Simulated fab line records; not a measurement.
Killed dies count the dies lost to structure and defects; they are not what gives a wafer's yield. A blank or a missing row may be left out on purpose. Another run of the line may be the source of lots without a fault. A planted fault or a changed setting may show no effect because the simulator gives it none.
Which tool did it?	flow nand harc	39 wafers from 13 lots sampled at 6 of the route's 1302 steps

WHAT THE GAUGES READ, wafer by wafer
NHARC_A_ONON_D2_THK_MEAS_14: measures by ellipsometry. Usual: thk nm at 998 nm, with a standard deviation of 8.4.
lot	measured	on	thk nm (nm)	flag
L354	day 12 02:08	film metro-02	987 988 988	
L356	day 12 23:02	film metro-01	983 985 984	
L357	day 13 12:10	film metro-01	997 998 997	
L358	day 13 22:55	film metro-01	988 989 987	
L361	day 15 17:40	film metro-02	992 989 989	
L363	day 16 00:10	film metro-01	1002 1001 1002	
L370	day 19 04:35	film metro-01	996 994 994	
L371	day 19 04:34	film metro-02	1012 1013 1013	
L372	day 19 21:19	film metro-01	996 996 998	
L374	day 20 18:13	film metro-02	996 994 993	
L375	day 21 02:52	film metro-02	1002 1003 1003	
L376	day 21 13:54	film metro-02	1009 1010 1009	
L377	day 22 02:37	film metro-01	1011 1010 1012	

NHARC_A_ONON_D2_THK_MEAS_18: measures by ellipsometry. Usual: thk nm at 1003 nm, with a standard deviation of 13.
lot	measured	on	thk nm (nm)	flag
L354	day 12 09:25	film metro-02	1007 1007 1006	
L356	day 13 06:43	film metro-02	1001 1001 1001	
L357	day 13 20:56	film metro-01	985 985 984	
L358	day 14 07:40	film metro-01	978 980 981	
L361	day 16 01:39	film metro-01	726 727 725	OFF
L363	day 16 09:42	film metro-01	708 708 709	OFF
L370	day 19 12:19	film metro-01	1000 999 997	
L371	day 19 12:17	film metro-02	986 988 987	
L372	day 20 05:24	film metro-01	1015 1012 1015	
L374	day 21 01:35	film metro-02	1004 1002 1003	
L375	day 21 10:37	film metro-02	1007 1007 1007	
L376	day 21 21:53	film metro-02	1001 1001 1001	
L377	day 22 11:02	film metro-02	985 984 983	

NHARC_A_ONON_D2_INSPECT_32. Usual: raw defect count at 439, with a standard deviation of 180.
lot	measured	on	raw defect count	flag
L354	day 12 12:31	defect inspect-02	383 398 378	
L356	day 13 09:36	defect inspect-02	1054 326 394	
L357	day 13 23:46	defect inspect-02	364 409 501	
L358	day 14 10:49	defect inspect-02	378 482 851	
L361	day 16 04:29	defect inspect-02	233 244 176	
L363	day 16 12:30	defect inspect-02	652 589 746	
L370	day 19 15:07	defect inspect-02	377 354 408	
L371	day 19 15:06	defect inspect-01	359 587 523	
L372	day 20 08:15	defect inspect-01	741 690 725	
L374	day 21 04:25	defect inspect-01	425 429 472	
L375	day 21 13:25	defect inspect-02	306 361 527	
L376	day 22 00:41	defect inspect-01	478 456 624	
L377	day 22 13:52	defect inspect-01	252 390 338	

NHARC_END_SORT_01. Usual: killed at array 53, standard deviation 19; killed at other 0.7, standard deviation 1.1; killed at periphery 4.2, standard deviation 2.7; killed dies 58, standard deviation 18; killed open 3.1, standard deviation 1.9; killed short 2.5, standard deviation 1.6.
lot	measured	on	killed at array	killed at other	killed at periphery	killed dies	killed open	killed short	flag
L361	day 27 12:20	prober-01	674 671 676	0 0 0	3 6 1	677 677 677	3 1 1	3 5 4	OFF
L363	day 28 03:56	prober-01	673 674 673	0 0 0	4 3 4	677 677 677	3 2 1	4 1 2	OFF

TOOL THAT RAN EACH LOT (tool first, then ch and the chambers of the sampled wafers, then the start)
lot	NHARC_A_CHANNEL_FILL_D1_STRIP_28	NHARC_A_ONON_D2_DEP_16
L354	rie diel-11 ch 0,1, day 9 15:22	pecvd onon-03 ch 0, day 12 08:58
L356	rie diel-03 ch 0,3, day 10 06:59	pecvd onon-02 ch 0, day 13 06:16
L357	rie diel-03 ch 2,3, day 10 21:23	pecvd onon-03 ch 0, day 13 20:29
L358	rie diel-03 ch 1,2,3, day 11 08:45	pecvd onon-03 ch 0, day 14 07:10
L361	rie diel-03 ch 0,1, day 13 05:47	pecvd onon-03 ch 0, day 16 01:08
L363	rie diel-03 ch 0,1,3, day 13 09:19	pecvd onon-03 ch 0, day 16 09:11
L370	rie diel-03 ch 1,3, day 16 18:37	pecvd onon-02 ch 0, day 19 11:50
L371	rie diel-11 ch 2,3, day 16 18:37	pecvd onon-03 ch 0, day 19 11:50
L372	rie diel-11 ch 1,2,3, day 17 08:53	pecvd onon-03 ch 0, day 20 04:57
L374	rie diel-07 ch 0,2,3, day 18 04:53	pecvd onon-03 ch 0, day 21 01:08
L375	rie diel-03 ch 1,2,3, day 18 14:59	pecvd onon-03 ch 0, day 21 10:10
L376	rie diel-03 ch 1,3, day 18 23:07	pecvd onon-03 ch 0, day 21 21:26
L377	rie diel-07 ch 0,1, day 19 14:56	pecvd onon-03 ch 0, day 22 10:38
- NHARC_A_CHANNEL_FILL_D1_STRIP_28: strips in O2, time 20 s.
- NHARC_A_ONON_D2_DEP_16: target thk 1000 nm.

WHAT THE TOOLS THEMSELVES READ (means of the sampled wafers that have a number; where no wafer has one, the mark that the record gives instead)
NHARC_A_CHANNEL_FILL_D1_STRIP_28. Usual: drypump motor current A 5.9 A, standard deviation 0.42; o2 flow sccm 499.7 sccm, standard deviation 1.4; oes product au 1.000 a.u., standard deviation 0.0095; rf vpp V 57.8 V, standard deviation 0.83; showerhead plenum p Torr 3.56 Torr, standard deviation 0.09; throttle valve pct 17.036 %, standard deviation 0.0095.
lot	tool	drypump motor current A (A)	o2 flow sccm (sccm)	oes product au (a.u.)	rf vpp V (V)	showerhead plenum p Torr (Torr)	throttle valve pct (%)	flag
L354	rie diel-11	6.0	499.6	0.998	57.4	3.50	17.041	
L356	rie diel-03	5.6	500.9	1.004	57.5	3.53	17.032	
L357	rie diel-03	5.9	500.1	1.002	58.3	3.56	17.039	
L358	rie diel-03	6.0	499.9	1.001	58.4	3.62	17.035	
L361	rie diel-03	5.5	500.8	1.005	57.6	3.59	17.048	
L363	rie diel-03	5.6	498.3	1.008	58.4	3.58	17.028	
L370	rie diel-03	5.8	500.6	1.006	57.5	3.57	17.035	
L371	rie diel-11	5.9	500.6	0.990	58.8	3.60	17.043	
L372	rie diel-11	6.0	499.4	0.996	57.5	3.58	17.030	
L374	rie diel-07	6.3	501.1	0.994	57.9	3.48	17.033	
L375	rie diel-03	6.0	500.9	1.001	57.7	3.61	17.036	
L376	rie diel-03	5.8	500.0	1.001	58.3	3.62	17.037	
L377	rie diel-07	6.2	498.9	1.004	58.1	3.43	17.035	

THE ANSWER, worked out from the rows above alone
Rule: a lot is off if the mean of its wafers that have a number lies more than 3 standard deviations from the usual mean. Also off: a lot with no number at a reading for which 4 or more lots have one. Where the step has rows for the other lots, those lots are counted as sound. The gauges are gone through in route order, then the tools' own readings, and for those a lot's mean is taken as printed above. At the first step where some lot is off, the reading lying furthest off is the one used; lots without a number count as furthest.
Off: L361, L363 (NHARC_A_ONON_D2_THK_MEAS_18, thk nm).
A tool fits if, at a process step before that reading, it ran every lot that is off, and no sound lot after the first of them. The gauges at NHARC_A_ONON_D2_THK_MEAS_18 aren't tried: what is off there is off at NHARC_END_SORT_01 too, on other tools, and a gauge's error can't cause that. Not one of the candidates tried fits.

WHAT THE SIMULATOR HAD PUT IN
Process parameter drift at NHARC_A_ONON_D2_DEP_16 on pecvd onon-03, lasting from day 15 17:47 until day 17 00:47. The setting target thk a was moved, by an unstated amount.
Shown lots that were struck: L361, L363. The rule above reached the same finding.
